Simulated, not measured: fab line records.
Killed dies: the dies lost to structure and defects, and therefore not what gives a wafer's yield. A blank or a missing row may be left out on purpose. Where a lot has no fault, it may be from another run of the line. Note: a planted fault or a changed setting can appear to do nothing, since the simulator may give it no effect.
Matching of chambers / flow nand harc / NHARC_A_STAIRCASE_ETCH_271 on rie diel-10 has 4 sister chambers
The step etches the open film in CF4/CHF3. 8 wafers are shown with their chamber, then 8 later ones without.

WAFERS, EACH WITH ITS CHAMBER
wafer=L075.6; chamber=1; drypump motor current A (A)=5.9; showerhead plenum p Torr (Torr)=1.48
wafer=L083.1; chamber=2; drypump motor current A (A)=4.8; showerhead plenum p Torr (Torr)=1.51
wafer=L087.5; chamber=1; drypump motor current A (A)=5.9; showerhead plenum p Torr (Torr)=1.47
wafer=L087.6; chamber=0; drypump motor current A (A)=6.0; showerhead plenum p Torr (Torr)=1.67
wafer=L090.1; chamber=3; drypump motor current A (A)=5.0; showerhead plenum p Torr (Torr)=1.51
wafer=L090.4; chamber=0; drypump motor current A (A)=5.9; showerhead plenum p Torr (Torr)=1.67
wafer=L090.5; chamber=2; drypump motor current A (A)=4.8; showerhead plenum p Torr (Torr)=1.51
wafer=L091.1; chamber=3; drypump motor current A (A)=5.0; showerhead plenum p Torr (Torr)=1.51

WAFERS WITH NO CHAMBER GIVEN
wafer=L091.2; drypump motor current A (A)=5.9; showerhead plenum p Torr (Torr)=1.46
wafer=L091.3; drypump motor current A (A)=4.8; showerhead plenum p Torr (Torr)=1.50
wafer=L093.1; drypump motor current A (A)=6.0; showerhead plenum p Torr (Torr)=1.46
wafer=L093.2; drypump motor current A (A)=4.8; showerhead plenum p Torr (Torr)=1.50
wafer=L093.4; drypump motor current A (A)=5.0; showerhead plenum p Torr (Torr)=1.51
wafer=L094.1; drypump motor current A (A)=4.8; showerhead plenum p Torr (Torr)=1.50
wafer=L094.2; drypump motor current A (A)=6.0; showerhead plenum p Torr (Torr)=1.67
wafer=L094.5; drypump motor current A (A)=6.0; showerhead plenum p Torr (Torr)=1.67

THE CHAMBER EACH PASSED THROUGH
wafer=L091.2; from the rows above=1; in truth=1
wafer=L091.3; from the rows above=2; in truth=2
wafer=L093.1; from the rows above=1; in truth=1
wafer=L093.2; from the rows above=2; in truth=2
wafer=L093.4; from the rows above=3; in truth=3
wafer=L094.1; from the rows above=2; in truth=2
wafer=L094.2; from the rows above=0; in truth=0
wafer=L094.5; from the rows above=0; in truth=0
Correctly placed: 8 of 8. From these rows, 0 cannot be placed. Placed wrongly: 0.
How it was worked out, from the rows above alone: a wafer's distance from a chamber is the root of the sum, over the readings, of the square of ((its reading less the chamber's mean) divided by the reading's scatter). The wafer belongs to the nearest chamber; if the next one is less than 2 further off, it can't be placed. The mean given for a chamber averages the wafers shown for that chamber. The scatter is the square root of a quotient: the sum, over the shown wafers, of each reading's squared deviation from its chamber's mean, divided by wafers minus chambers.
